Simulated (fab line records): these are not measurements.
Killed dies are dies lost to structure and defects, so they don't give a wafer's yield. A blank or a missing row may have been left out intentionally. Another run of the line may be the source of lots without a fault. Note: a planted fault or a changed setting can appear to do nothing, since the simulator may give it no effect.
Matching of chambers / flow n5Finfet / 3 sister chambers for N5_BEOL_M10_CURE_71 on uvCure-03
The step cures SiCOH lowk, time 240 s. 16 wafers are shown with their chamber, then 8 later ones without.

== WAFERS WITH THEIR CHAMBER ==
wafer=L076.1; chamber=1; wafer_temp_C_max=386.3; lampPowerPct (%)=52.32
wafer=L076.5; chamber=1; wafer_temp_C_max=386.7; lampPowerPct (%)=52.34
wafer=L076.6; chamber=1; wafer_temp_C_max=385.9; lampPowerPct (%)=52.26
wafer=L076.2; chamber=1; wafer_temp_C_max=386.8; lampPowerPct (%)=52.24
wafer=L076.3; chamber=1; wafer_temp_C_max=385.9; lampPowerPct (%)=52.28
wafer=L076.4; chamber=1; wafer_temp_C_max=386.4; lampPowerPct (%)=52.31
wafer=L079.3; chamber=2; wafer_temp_C_max=387.3; lampPowerPct (%)=52.43
wafer=L079.4; chamber=2; wafer_temp_C_max=387.3; lampPowerPct (%)=52.34
wafer=L079.6; chamber=2; wafer_temp_C_max=387.9; lampPowerPct (%)=52.24
wafer=L085.1; chamber=0; wafer_temp_C_max=386.6; lampPowerPct (%)=52.37
wafer=L085.2; chamber=0; wafer_temp_C_max=386.3; lampPowerPct (%)=52.32
wafer=L085.6; chamber=0; wafer_temp_C_max=386.6; lampPowerPct (%)=52.35
wafer=L085.3; chamber=0; wafer_temp_C_max=386.8; lampPowerPct (%)=52.35
wafer=L085.4; chamber=0; wafer_temp_C_max=386.4; lampPowerPct (%)=52.30
wafer=L085.5; chamber=0; wafer_temp_C_max=386.0; lampPowerPct (%)=52.27
wafer=L083.1; chamber=2; wafer_temp_C_max=387.5; lampPowerPct (%)=52.38

SIGNATURES, as means of the wafers listed above
reading=wafer_temp_C_max; chamber 0=386.450; chamber 1=386.333; chamber 2=387.500; scatter within a chamber=0.324
reading=lampPowerPct; chamber 0=52.3267; chamber 1=52.2917; chamber 2=52.3475; scatter within a chamber=0.0509
Rule: for a wafer and a chamber, the distance is found by dividing, reading by reading, the gap between the wafer's reading and the chamber's mean by the reading's scatter, squaring, summing and taking the root. The wafer belongs to the nearest chamber; if the next one is less than 2 further off, it can't be placed. The scatter is the square root of a quotient: the sum, over the shown wafers, of each reading's squared deviation from its chamber's mean, divided by wafers minus chambers.

== WAFERS WITHOUT THEIR CHAMBER ==
wafer=L083.3; wafer_temp_C_max=387.7; lampPowerPct (%)=52.35
wafer=L083.5; wafer_temp_C_max=387.7; lampPowerPct (%)=52.25
wafer=L090.1; wafer_temp_C_max=385.9; lampPowerPct (%)=52.33
wafer=L090.4; wafer_temp_C_max=386.2; lampPowerPct (%)=52.30
wafer=L090.5; wafer_temp_C_max=385.8; lampPowerPct (%)=52.26
wafer=L091.3; wafer_temp_C_max=386.8; lampPowerPct (%)=52.31
wafer=L091.4; wafer_temp_C_max=385.9; lampPowerPct (%)=52.34
wafer=L091.5; wafer_temp_C_max=386.4; lampPowerPct (%)=52.33

== EACH ONE'S CHAMBER ==
wafer=L083.3; from the rows above=2; in truth=2
wafer=L083.5; from the rows above=2; in truth=2
wafer=L090.1; from the rows above=can't be placed: 1 or 0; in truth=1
wafer=L090.4; from the rows above=can't be placed: 1 or 0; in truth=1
wafer=L090.5; from the rows above=can't be placed: 1 or 0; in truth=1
wafer=L091.3; from the rows above=can't be placed: 0 or 1 or 2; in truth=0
wafer=L091.4; from the rows above=can't be placed: 1 or 0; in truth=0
wafer=L091.5; from the rows above=can't be placed: 0 or 1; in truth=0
Correctly placed: 2 of 8. From these rows, 6 cannot be placed; in 6 the true chamber is one of the candidates. Number placed wrongly: 0.
